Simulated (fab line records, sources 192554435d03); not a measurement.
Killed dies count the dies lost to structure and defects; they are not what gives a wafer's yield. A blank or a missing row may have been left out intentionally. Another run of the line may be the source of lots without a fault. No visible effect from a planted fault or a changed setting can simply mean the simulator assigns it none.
fab line records + flow n5Finfet
[record]
- lots = 4
- wafers = 12
- lastDay = 16
route steps=1938 shown MOL_CONTACT_COAG@583 BEOL_M4@1111 PASSIVATION@1936
lots with no fault: from the same line, run without faults
startH: hours from the record's opening day to when the first of the lot's shown wafers began + waitH: how many hours have passed since the lot's step before this one + " identical to the entry in the row above + L1.1+2: a row that stands for several wafers + - value missing, or start not given + * or withheld: withheld + < > ~ a bound
route shown NAME@n: a module of which the file shows steps, and the number in the route of the first + usual: mean/standard deviation taken from wafers without a fault + same: alike in all rows + chamber/n: place in a boat + sites: per-site readings + _std_site: how widely they spread, as a standard deviation + _edge_site: inner sites' mean taken away from outer sites' mean + radiusMm: for every site, how far away it sits from the centre of the wafer + mask NAME#n: copy n + behind: the most recent tool/chamber to have shaped the wafer + hold: cause of the lot's hold/its duration in hours/its outcome + device: the transistor (n, p or np) that didn't switch + end of line: the same wafers' tests at the end of the route + for a step that has no rows: nothing shown but its recipe + killed: at the first sort, the dies lost to defects and structure; wafer yield is something else + map: the dies of a wafer, with x for killed, . for not killed, _ for no die there
set.NAME: the setting the step ran with; set.NAME@STEP: the setting that earlier step ran with + model.NAME: the simulator's own value behind a step, which no gauge read
lots at some steps of the route; a table a step, a row a wafer
services: when a tool's chamber went out of use (startH, in hours from the record's first day, below 0 if earlier), for how many hours, and the reason
[[steps]]
[step N5_MOL_CONTACT_COAG_STRIP_93]
[recipe]
- chemistry = N2/H2
- tempC = 40
- n2FlowSccm = 200
- h2FlowSccm = 200
- rfFrequencyHz = 6e+07
[step N5_MOL_CONTACT_COAG_ETCHBACK_135]
[recipe]
- chemistry = CHF3
- target = SiO2
- targetDepthA = 250
- timeS = 16.7
- ionEnergyEv = 200
- pressureMtorr = 30
- sourceW = 610
- biasW = 170
- Ar_flow_sccm = 200
- CHF3_flow_sccm = 50
[step N5_MOL_CONTACT_COAG_STRIP_118]
[recipe]
- chemistry = CHF3
- resist = SiARC
- rfFrequencyHz = 6e+07
[step N5_MOL_CONTACT_COAG_VIA_ETCH_46]
[recipe]
- chemistry = C4F6/O2
- targetDepthA = 460
- overetchA = 92
- maskMaterial = SOC
- target = SiO2
- biasW = 455
- pressureMtorr = 10
- timeS = 40
- sourceW = 325
- Ar_flow_sccm = 300
- C4F6_flow_sccm = 10
- O2_flow_sccm = 10
- ionEnergyEv = 575.3
- ends = endPoint
[step N5_MOL_CONTACT_COAG_STRIP_96]
[recipe]
- chemistry = N2/H2
- powerW = 500
- tempC = 40
- pressureMtorr = 50
- rfFrequencyHz = 6e+07
- overashFraction = 0.3
- biasPowerW = 28
- h2Frac = 0.5
- n2FlowSccm = 300
- h2FlowSccm = 300
[step N5_MOL_CONTACT_COAG_ETCH_47]
[recipe]
- chemistry = CH3F/O2
- target = SiNx
- targetDepthA = 270
- maskMaterial = SiO2
- stopOn = W
- overEtchFrac = 0.2
- ionEnergyEv = 120
- endpoint = OES-CN
- pressureMtorr = 30
- sourceW = 395
- biasW = 73
- Ar_flow_sccm = 150
- CH3F_flow_sccm = 30
- O2_flow_sccm = 20
- ends = endPoint
[step N5_MOL_CONTACT_COAG_STRIP_119]
[recipe]
- chemistry = N2/H2
- timeS = 30
- powerW = 1000
- tempC = 250
- pressureMtorr = withheld
- n2FlowSccm = 1750
- h2FlowSccm = 3250
[step N5_MOL_CONTACT_COAG_PRECLEAN_144]
[recipe]
- chemistry = alkalineClean
- tempC = 60
- timeS = 60
- doPpb = 50
[step N5_MOL_CONTACT_COAG_SRD_145]
[recipe]
- dry = ipaMarangoni
- timeS = 30
- tempC = 23
- rinseLiquid = diw
[step N5_MOL_CONTACT_COAG_COAT_62]
[recipe]
- resist = SOC
- tempC = 250
- timeS = 60
- spinRpm = 1500
- resistThkNm = 60
[step N5_MOL_CONTACT_COAG_COAT_63]
[recipe]
- resist = SiARC
- tempC = 220
- timeS = 60
- spinRpm = 1500
- resistThkNm = 10
[step N5_MOL_CONTACT_COAG_COAT_64]
[recipe]
- resist = underlayer
- tempC = 205
- timeS = 60
- spinRpm = 1500
- resistThkNm = 10
[usual]
- chillPlateTempC = 22.99/0.091
- exhaustPa = 44.9/0.96
- spinSpeedRpm = 1500.1/1.2
| lot.wafer | tool          | chamber | startH | waitH | chillPlateTempC | exhaustPa | spinSpeedRpm |
|-----------|---------------|---------|--------|-------|-----------------|-----------|--------------|
| L102.3    | lithoTrack-04 | 0       | 100.16 | -     | 23.10           | 44.2      | 1499.4       |
| L102.4    | "             | 0       | "      | "     | 23.13           | 45.5      | 1500.0       |
| L102.6    | "             | 0       | "      | "     | 23.03           | 44.5      | 1499.4       |
| L110.2    | lithoTrack-04 | 0       | 149.34 | -     | 23.10           | 44.3      | 1434.3       |
| L110.5    | "             | 0       | "      | "     | 23.02           | 44.6      | 1433.3       |
| L110.6    | "             | 0       | "      | "     | 22.98           | 45.7      | 1432.5       |
| L114.1    | lithoTrack-04 | 0       | 176.69 | -     | 22.90           | 44.8      | 1436.0       |
| L114.2    | "             | 0       | "      | "     | 22.85           | 43.1      | 1434.6       |
| L114.6    | "             | 0       | "      | "     | 22.92           | 44.7      | 1434.4       |
| L119.2    | lithoTrack-02 | 0       | 201.40 | -     | 22.92           | 45.8      | 1500.3       |
| L119.4    | "             | 0       | "      | "     | 23.06           | 46.1      | 1499.0       |
| L119.5    | "             | 0       | "      | "     | 22.85           | 46.0      | 1500.5       |
[step N5_MOL_CONTACT_COAG_COAT_34]
[recipe]
- resist = CAR-EUV
- spinRpm = 1500
- resistThkNm = 40
[step N5_MOL_CONTACT_COAG_EBR_36]
[recipe]
- solvent = PGMEA
- ebrWidthMm = 1.5
[step N5_MOL_CONTACT_COAG_SOFTBAKE_35]
[recipe]
- tempC = 110
- timeS = 60
- resist = CAR-EUV
[step N5_MOL_CONTACT_COAG_EXPOSE_37]
[recipe]
- maskId = VD
- na = 0.33
- sourceShape = annular
- sigmaInner = 0.3
- sigmaOuter = 0.7
- polarization = unpolarized
- defocusNm = 0
- doseMj = 62
[step N5_MOL_CONTACT_COAG_PEB_38]
[recipe]
- pebTempC = 100
- pebTimeS = 60
- resist = CAR-EUV
[step N5_MOL_CONTACT_COAG_DEVELOP_39]
[recipe]
- developTimeS = 30
- developer = TMAH
- resist = CAR-EUV
- rinseLiquid = surfactantRinse
- dry = airSpin
- devTempC = 23
[step N5_MOL_CONTACT_COAG_DESCUM_45]
[recipe]
- chemistry = O2
- timeS = 7
- sourcePowerW = 50
- biasPowerW = 20
- pressureMtorr = 20
- rfFrequencyHz = 2.712e+07
- tempC = 40
- resist = CAR-EUV
- o2FlowSccm = 225
[step N5_MOL_CONTACT_COAG_ETCH_65]
[recipe]
- chemistry = N2/H2
- target = underlayer
- targetDepthA = 130
- maskMaterial = CAR-EUV
- timeS = 10.4
- ionEnergyEv = 200
- pressureMtorr = 30
- sourceW = 840
- biasW = 150
- n2FlowSccm = 200
- h2FlowSccm = 200
- ends = cleared
[usual]
- drypumpMotorCurrentA = 5.5/0.46
- etchRfOnTimeS = 10.4/0.3
- oesProductAu = 0.70/0.076
- rfVppV = 524.6/2
- showerheadPlenumPTorr = 2.57/0.076
- throttleValvePct = 17.67/0.19
| lot.wafer | tool       | chamber | startH | waitH | drypumpMotorCurrentA | etchRfOnTimeS | oesProductAu | rfHoursCounterH | rfVppV | showerheadPlenumPTorr | throttleValvePct | model.etch.depthNm |
|-----------|------------|---------|--------|-------|----------------------|---------------|--------------|-----------------|--------|-----------------------|------------------|--------------------|
| L102.3    | rieDiel-02 | 1       | 100.60 | 0.0   | 5.3                  | 10.4          | 0.73         | 49              | 522.5  | 2.48                  | 17.45            | 10.02              |
| L102.4    | "          | 3       | "      | "     | 6.1                  | 10.8          | 0.62         | -               | 523.9  | 2.51                  | 17.84            | 10.01              |
| L102.6    | "          | 1       | "      | "     | 5.4                  | 10.4          | 0.73         | -               | 523.5  | 2.48                  | 17.45            | 10.01              |
| L110.2    | rieDiel-01 | 2       | 149.90 | 0.0   | 5.6                  | 10.3          | 0.79         | 15              | 526.0  | 2.60                  | 17.63            | 10.23              |
| L110.5    | "          | 2       | "      | "     | 5.6                  | 10.2          | 0.79         | -               | 524.4  | 2.60                  | 17.65            | 10.18              |
| L110.6    | "          | 0       | "      | "     | 5.7                  | 10.8          | 0.63         | -               | 527.6  | 2.65                  | 17.69            | 10.2               |
| L114.1    | rieDiel-04 | 2       | 177.14 | 0.0   | 5.0                  | 10.4          | 0.72         | 52              | 526.0  | 2.60                  | 17.74            | 10.2               |
| L114.2    | "          | 3       | "      | "     | 5.6                  | 10.2          | 0.61         | 248             | 524.8  | 2.61                  | 18.08            | 10.2               |
| L114.6    | "          | 3       | "      | "     | 5.6                  | 10.0          | 0.61         | -               | 525.2  | 2.61                  | 18.09            | 10.18              |
| L119.2    | rieDiel-04 | 1       | 201.97 | 0.0   | 5.2                  | 10.6          | 0.76         | 29              | 529.3  | 2.73                  | 17.73            | 10.03              |
| L119.4    | "          | 2       | "      | "     | 4.9                  | 10.4          | 0.70         | -               | 524.7  | 2.59                  | 17.77            | 10.04              |
| L119.5    | "          | 1       | "      | "     | 5.2                  | 10.7          | 0.76         | -               | 527.2  | 2.73                  | 17.70            | 10.03              |
[step N5_MOL_CONTACT_COAG_ETCH_66]
[recipe]
- chemistry = CF4
- target = SiARC
- targetDepthA = 130
- maskMaterial = CAR-EUV
- timeS = 21.7
- ionEnergyEv = 80
- pressureMtorr = 40
- sourceW = 545
- biasW = 36
- Ar_flow_sccm = 100
- cf4FlowSccm = 100
- ends = cleared
[step N5_MOL_CONTACT_COAG_ALD_133]
[recipe]
- material = SiO2
- targetThkA = 50
- tempC = 100
- aldPrecursorFamily = BDEAS
- aldCoReactant = O2-plasma
- pulseTimeS = 1
- coReactantPulseTimeS = 1
- purgeTimeS = 2
- coReactantPurgeTimeS = 2
- aldCycles = 35
- pressureTorr = 2
[step N5_MOL_CONTACT_COAG_ETCHBACK_134]
[recipe]
- chemistry = CHF3
- target = SiO2
- targetDepthA = 100
- timeS = 6.7
- ionEnergyEv = 200
- pressureMtorr = 30
- sourceW = 610
- biasW = 170
- Ar_flow_sccm = 200
- CHF3_flow_sccm = 50
[usual]
- drypumpMotorCurrentA = 5.5/0.45
- oesProductAu = 0.83/0.091
- rfVppV = 530/17
- showerheadPlenumPTorr = 2.40/0.072
- throttleValvePct = 18.55/0.28
| lot.wafer | tool       | chamber | startH | waitH | drypumpMotorCurrentA | oesProductAu | rfHoursCounterH | rfVppV | showerheadPlenumPTorr | throttleValvePct | model.CAR-EUV_of_MOL_CONTACT_COAG_COAT_34.thkNm |
|-----------|------------|---------|--------|-------|----------------------|--------------|-----------------|--------|-----------------------|------------------|-------------------------------------------------|
| L102.3    | rieDiel-01 | 0       | 100.91 | 0.1   | 5.7                  | 0.75         | 147             | 554    | 2.48                  | 18.62            | 15.6                                            |
| L102.4    | "          | 0       | "      | "     | 5.6                  | 0.75         | -               | 554    | 2.48                  | 18.62            | 15.6                                            |
| L102.6    | "          | 1       | "      | "     | 5.5                  | 0.68         | -               | 561    | 2.45                  | 18.53            | 15.8                                            |
| L110.2    | rieDiel-01 | 2       | 150.37 | 0.1   | 5.6                  | 0.94         | 15              | 525    | 2.45                  | 18.64            | 15                                              |
| L110.5    | "          | 2       | "      | "     | 5.6                  | 0.92         | -               | 526    | 2.45                  | 18.66            | 15.2                                            |
| L110.6    | "          | 3       | "      | "     | 4.8                  | 0.78         | -               | 502    | 2.40                  | 18.26            | 15.4                                            |
| L114.1    | rieDiel-04 | 3       | 177.47 | 0.1   | 5.6                  | 0.71         | 248             | 508    | 2.46                  | 19.06            | 15.4                                            |
| L114.2    | "          | 2       | "      | "     | 5.0                  | 0.86         | 52              | 541    | 2.43                  | 18.43            | 15                                              |
| L114.6    | "          | 2       | "      | "     | 5.0                  | 0.87         | -               | 540    | 2.43                  | 18.41            | 15                                              |
| L119.2    | rieDiel-02 | 1       | 202.35 | 0.1   | 5.4                  | 0.80         | 86              | 525    | 2.29                  | 18.16            | 15.4                                            |
| L119.4    | "          | 2       | "      | "     | 6.2                  | 0.87         | 33              | 554    | 2.33                  | 18.23            | 15.8                                            |
| L119.5    | "          | 1       | "      | "     | 5.4                  | 0.80         | -               | 524    | 2.29                  | 18.15            | 15.4                                            |
[step N5_MOL_CONTACT_COAG_ETCH_67]
[recipe]
- chemistry = N2/H2
- target = SOC
- targetDepthA = 600
- overetchA = 210
- maskMaterial = SiARC
- tempC = 40
- timeS = 101.2
- ionEnergyEv = 200
- pressureMtorr = 30
- sourceW = 840
- biasW = 150
- n2FlowSccm = 200
- h2FlowSccm = 200
[step N5_BEOL_M4_RC_MEAS_101]
[usual]
- DIBL_N = 36.2/2.2
- DIBL_P = 36.5/3
- IOFF_N = 0.16/0.039
- IOFF_P = 0.22/0.047
- ION_N = 675/15
- ION_P = 463/10
- SS_N = 71.6/0.71
- SS_P = 73.4/0.94
- VT_N = 250/3.6
- VT_P = -250/3.9
| lot.wafer | tool      | chamber | startH | waitH | DIBL_N[mV/V] | DIBL_P[mV/V] | IOFF_N[nA/um] | IOFF_P[nA/um] | ION_N[uA/um] | ION_P[uA/um] | SS_N[mV/dec] | SS_P[mV/dec] | VT_N[mV] | VT_P[mV] |
|-----------|-----------|---------|--------|-------|--------------|--------------|---------------|---------------|--------------|--------------|--------------|--------------|----------|----------|
| L102.3    | prober-01 | 0       | 161.71 | 0.3   | 38.6         | 38.4         | 0.23          | 0.26          | 684          | 464          | 73.1         | 73.2         | 246      | -247     |
| L102.4    | "         | 0       | "      | "     | 36.0         | 35.5         | 0.16          | 0.20          | 669          | 457          | 71.9         | 73.2         | 252      | -251     |
| L102.6    | "         | 0       | "      | "     | 36.1         | 35.4         | 0.17          | 0.20          | 673          | 453          | 71.7         | 73.3         | 249      | -252     |
| L110.2    | prober-02 | 0       | 218.27 | 0.2   | 33.8         | 33.2         | 0.13          | 0.14          | 670          | 449          | 70.8         | 73.0         | 252      | -257     |
| L110.5    | "         | 0       | "      | "     | 35.9         | 37.3         | 0.17          | 0.21          | 669          | 457          | 71.3         | 74.0         | 249      | -254     |
| L110.6    | "         | 0       | "      | "     | 30.7         | 28.8         | 0.10          | 0.11          | 643          | 440          | 70.7         | 71.1         | 258      | -262     |
| L114.1    | prober-02 | 0       | 248.27 | 0.0   | 33.4         | 32.0         | 0.12          | 0.16          | 676          | 463          | 71.4         | 72.1         | 253      | -251     |
| L114.2    | "         | 0       | "      | "     | 36.8         | 36.9         | 0.19          | 0.26          | 703          | 484          | 72.2         | 73.4         | 248      | -244     |
| L114.6    | "         | 0       | "      | "     | 33.4         | 33.1         | 0.12          | 0.20          | 676          | 476          | 71.6         | 72.1         | 256      | -250     |
| L119.2    | prober-02 | 0       | 280.30 | 0.2   | 34.7         | 33.9         | 0.14          | 0.17          | 669          | 451          | 71.6         | 72.9         | 249      | -255     |
| L119.4    | "         | 0       | "      | "     | 31.0         | 29.2         | 0.09          | 0.13          | 645          | 446          | 70.2         | 71.6         | 255      | -255     |
| L119.5    | "         | 0       | "      | "     | 36.7         | 37.9         | 0.19          | 0.25          | 703          | 483          | 71.9         | 73.2         | 246      | -247     |
[step N5_PASSIVATION_PROBE_49]
[usual]
- defectLimitedYield = 91.5/1.5
- killed_at_M0_to_M3 = 32/10
- killed_at_M4_up = 13/4.9
- killedAtContacts = 13/6.1
- killedAtFrontEnd = 38/11
- killedAtOther = 3/3.2
- killedDies = 101/18
- killedOpen = 66/13
- killedShort = 32/8.3
- sort_bin_5_function = 5.0/1
- sort_bin_6_memory = 3.2/0.74
- sort_bin_8_speed = 0.1/1.1
- sortNPass = 1078/22
- sortYieldPct = 91.3/1.9
[same]
- grossDies = 1180
- killedAtBackSide = 0
- sort_bin_4_leakage[%] = 0
| lot.wafer | tool      | chamber | startH | waitH | defectLimitedYield[%] | killed_at_M0_to_M3 | killed_at_M4_up | killedAtContacts | killedAtFrontEnd | killedAtOther | killedDies | killedOpen | killedShort | sort_bin_5_function[%] | sort_bin_6_memory[%] | sort_bin_8_speed[%] | sortNPass | sortYieldPct[%] |
|-----------|-----------|---------|--------|-------|-----------------------|--------------------|-----------------|------------------|------------------|---------------|------------|------------|-------------|------------------------|----------------------|---------------------|-----------|-----------------|
| L110.2    | prober-02 | -       | 329.46 | 0.1   | 90.8                  | 23                 | 18              | 12               | 54               | 2             | 109        | 53         | 33          | 4.7                    | 2.9                  | 0                   | 1071      | 90.8            |
| L114.6    | prober-02 | -       | 352.97 | 0.3   | 91.4                  | 42                 | 7               | 17               | 33               | 3             | 102        | 64         | 35          | 5.2                    | 3.0                  | 0                   | 1078      | 91.4            |
// killed by level:class
L110.2 HKMG_FIN:areaEtch=17 FIN_SAQP:geometricParticle:short=11 BEOL_M4:geometricParticle:open=10 MOL_CONTACT_COAG:geometricParticle:open=9 STI_FIN_REVEAL:geometricParticle:open=7 BEOL_M3:geometricParticle:open=6 BEOL_M0_SAQP:geometricParticle:short=5 DUMMY_GATE:geometricParticle:open=4
L114.6 MOL_CONTACT_COAG:geometricParticle:open=14 BEOL_M0_SAQP:geometricParticle:short=14 BEOL_M0_SAQP:geometricParticle:open=13 GATE_CUT:geometricParticle:short=8 BEOL_M3:geometricParticle:open=6 STI_FIN_REVEAL:geometricParticle:open=4 BEOL_M2:geometricParticle:open=4 FIN_SAQP:geometricParticle:open=3
[[services]]
| tool       | chamber | startH | hours | kind                         |
|------------|---------|--------|-------|------------------------------|
| rieDiel-01 | 2       | 80.94  | -     | clean                        |
| rieDiel-01 | 2       | 80.94  | -     | consumableReplace:focusRing  |
| rieDiel-01 | 2       | 80.94  | 28.7  | scheduledDown                |
| rieDiel-01 | 2       | 80.94  | 28.7  | ventCycle                    |
| rieDiel-04 | 2       | 84.75  | 13.7  | repair                       |
| rieDiel-04 | 1       | 101.89 | -     | clean                        |
| rieDiel-04 | 1       | 101.89 | -     | consumableReplace:focusRing  |
| rieDiel-04 | 1       | 101.89 | -     | consumableReplace:showerhead |
| rieDiel-04 | 1       | 101.89 | 14.8  | scheduledDown                |
| rieDiel-04 | 1       | 101.89 | 14.8  | ventCycle                    |
| rieDiel-01 | 0       | 114.92 | 6.0   | repair                       |
| rieDiel-01 | 1       | 139.95 | -     | clean                        |
| rieDiel-01 | 1       | 139.95 | -     | consumableReplace:focusRing  |
| rieDiel-01 | 1       | 139.95 | 16.9  | scheduledDown                |
| rieDiel-01 | 1       | 139.95 | 16.9  | ventCycle                    |
| rieDiel-04 | 0       | 165.14 | -     | clean                        |
| rieDiel-04 | 0       | 165.14 | -     | consumableReplace:focusRing  |
| rieDiel-04 | 0       | 165.14 | 17.2  | scheduledDown                |
| rieDiel-04 | 0       | 165.14 | 17.2  | ventCycle                    |
| rieDiel-04 | 1       | 173.76 | 7.8   | repair                       |
| rieDiel-04 | 3       | 182.36 | -     | clean                        |
| rieDiel-04 | 3       | 182.36 | -     | consumableReplace:focusRing  |
| rieDiel-04 | 3       | 182.36 | 21.1  | scheduledDown                |
| rieDiel-04 | 3       | 182.36 | 21.1  | ventCycle                    |
[[key]]
[firstSign]
- step = N5_MOL_CONTACT_COAG_COAT_64
- reading = spinSpeedRpm
- direction = down
- sigmas = 56
- usual = *
- struck = *
effect none on later readings
[modelEffect]
- step = N5_MOL_CONTACT_COAG_ETCH_65
- value = etch.depthNm
- without = 9.974
- struck = 10.2
[modelEffect]
- step = N5_MOL_CONTACT_COAG_ETCHBACK_134
- value = CAR-EUV_of_MOL_CONTACT_COAG_COAT_34.thkNm
- without = 15.47
- struck = 15.17
metAt N5_MOL_CONTACT_COAG_COAT_64
struckWafers L110.2,L110.5,L110.6,L114.1,L114.2,L114.6
[baselineLoss]
- step = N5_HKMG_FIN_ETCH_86
- wafers = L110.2
onsetBetween 100.16 149.34
[fault]
- kind = processParameterDrift
- tool = lithoTrack-04
- chamber = -
- onsetH = 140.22
- steps = N5_MOL_CONTACT_COAG_COAT_64
- channel = spinRpm
- offset = *
- shape = step
- endH = 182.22
- actsIn = *
- stated = *
// baselineLoss: these wafers lose ten dies or more at that step, a loss of the line's own and not of a fault; the sort's usual values leave them out
